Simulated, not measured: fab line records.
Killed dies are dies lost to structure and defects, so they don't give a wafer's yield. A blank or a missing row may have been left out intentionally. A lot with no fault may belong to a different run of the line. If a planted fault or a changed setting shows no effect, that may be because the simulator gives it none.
Which tool is to blame? ; flow n5Finfet ; Sampling: 11 lots, 33 wafers, 2 of 1938 route steps

== WHAT EACH GAUGE READ, for each wafer ==
N5_BEOL_M10_CD_MEAS_28 targets a cd of 70 nm. Usual: 70.3 nm for cdNm, sd 0.95.
lot;measured;on;cdNm (nm);flag
L460;day 12 07:37;cdSem-01;69.4 71.1 70.5;
L463;day 12 17:04;cdSem-03;70.6 69.2 69.3;
L462;day 12 19:32;cdSem-03;69.2 69.6 69.2;
L464;day 13 01:29;cdSem-03;69.5 70.5 70.8;
L467;day 13 08:30;cdSem-02;68.9 71.2 70.0;
L468;day 14 02:31;cdSem-03;70.5 70.7 71.0;
L469;day 14 10:01;cdSem-01;71.5 71.6 70.1;
L473;day 15 01:52;cdSem-03;68.5 70.4 69.7;
L475;day 15 14:11;cdSem-03;70.3 70.0 70.1;
L478;day 16 23:07;cdSem-03;70.4 69.8 70.9;
L479;day 18 06:40;cdSem-03;70.5 69.4 69.4;

N5_BEOL_M10_INSPECT_30: inspects for defects (brightfield). Usual: 408 for rawDefectCount, sd 84.
lot;measured;on;rawDefectCount;flag
L460;day 12 07:40;defectInspect-02;359 415 412;
L463;day 12 17:08;defectInspect-02;329 381 345;
L462;day 12 19:35;defectInspect-01;449 279 436;
L464;day 13 01:33;defectInspect-01;389 460 351;
L467;day 13 08:33;defectInspect-02;487 373 399;
L468;day 14 02:34;defectInspect-01;284 334 195;
L469;day 14 10:04;defectInspect-02;436 390 517;
L473;day 15 01:55;defectInspect-02;447 458 341;
L475;day 15 14:14;defectInspect-02;552 501 497;
L478;day 16 23:10;defectInspect-01;497 418 494;
L479;day 18 06:43;defectInspect-01;400 571 406;

== WHICH TOOL RAN EACH LOT (tool, then ch and the chambers of the sampled wafers, then the start) ==
The record shows no process step preceding these readings.

== AS READ BY THE TOOLS THEMSELVES (means over the sampled wafers that have a number; for cases with no such wafer, the mark the record gives instead) ==
The record holds no such reading with a usual standard deviation.

== THE ANSWER, worked out from the rows above alone ==
Rule: lot off if the mean of its wafers having a number is beyond 3 standard deviations from the usual mean. Also off: a lot with no number at a reading for which 4 or more lots have one. All remaining lots with rows at the step are treated as sound. The gauges are gone through in route order, then the tools' own readings, and for those a lot's mean is taken as printed above. The first step at which some lot is off is used, and at that step the reading that is off furthest; a lot without a number counts as furthest.
No lot is off at any reading shown: from this, nothing can be told.

== WHAT HAD BEEN PUT IN BY THE SIMULATOR ==
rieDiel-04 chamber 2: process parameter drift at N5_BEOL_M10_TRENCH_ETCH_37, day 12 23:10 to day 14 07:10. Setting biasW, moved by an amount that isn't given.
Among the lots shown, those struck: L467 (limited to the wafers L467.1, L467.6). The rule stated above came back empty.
